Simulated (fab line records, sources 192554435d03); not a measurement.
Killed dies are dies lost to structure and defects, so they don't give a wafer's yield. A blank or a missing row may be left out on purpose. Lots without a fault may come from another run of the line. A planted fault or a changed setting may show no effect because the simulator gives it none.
Chamber matching | flow n5_finfet | N5_HKMG_FIN_ALD_91 on ald_metal-01: 4 sister chambers
The step deposits TiN, target thk 1 nm, pulse time 1 s, purge time 3 s. 8 wafers are shown with their chamber, then 11 later ones without.

WAFERS WITH THEIR CHAMBER
wafer  | chamber | heater_power_w (W) | chamber_pressure_Torr (Torr)
L079.1 | 0       | 837                | 3.002
L083.5 | 0       | 823                | 3.010
L086.2 | 3       | 868                | 2.988
L086.5 | 1       | 872                | 3.000
L088.3 | 1       | 885                | 3.003
L088.4 | 3       | 863                | 2.995
L088.6 | 2       | 838                | 3.003
L090.3 | 2       | 822                | 3.000

WAFERS WITHOUT THEIR CHAMBER
wafer  | heater_power_w (W) | chamber_pressure_Torr (Torr)
L090.4 | 837                | 2.992
L090.5 | 842                | 2.997
L094.2 | 876                | 3.001
L094.4 | 828                | 2.994
L094.5 | 824                | 3.002
L096.2 | 868                | 3.000
L096.3 | 828                | 3.000
L096.4 | 835                | 2.999
L097.1 | 856                | 3.001
L097.3 | 872                | 2.995
L097.6 | 847                | 2.997

WHICH CHAMBER EACH WENT THROUGH
wafer  | from the rows above               | in truth
L090.4 | can't be placed: 2 or 3 or 0      | 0
L090.5 | can't be placed: 2 or 0 or 3      | 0
L094.2 | 1                                 | 1
L094.4 | can't be placed: 2 or 0           | 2
L094.5 | can't be placed: 2 or 0           | 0
L096.2 | can't be placed: 1 or 3           | 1
L096.3 | can't be placed: 2 or 0           | 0
L096.4 | can't be placed: 2 or 0           | 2
L097.1 | can't be placed: 1 or 3 or 2 or 0 | 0
L097.3 | can't be placed: 3 or 1           | 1
L097.6 | can't be placed: 2 or 3 or 0 or 1 | 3
Placed correctly: 1 of 11. Can't be placed from these rows: 10 (the true chamber is among the candidates in 10). Placed wrongly: 0.
How it was worked out, from the rows above alone: a wafer's distance from a chamber is the root of the sum, over the readings, of the square of ((its reading less the chamber's mean) divided by the reading's scatter). The wafer belongs to the nearest chamber; if the next one is less than 2 further off, it can't be placed. A chamber's mean is the mean of its shown wafers. The scatter: the root of (the sum of the squares of (reading less its chamber's mean) over the shown wafers, divided by (wafers less chambers)).
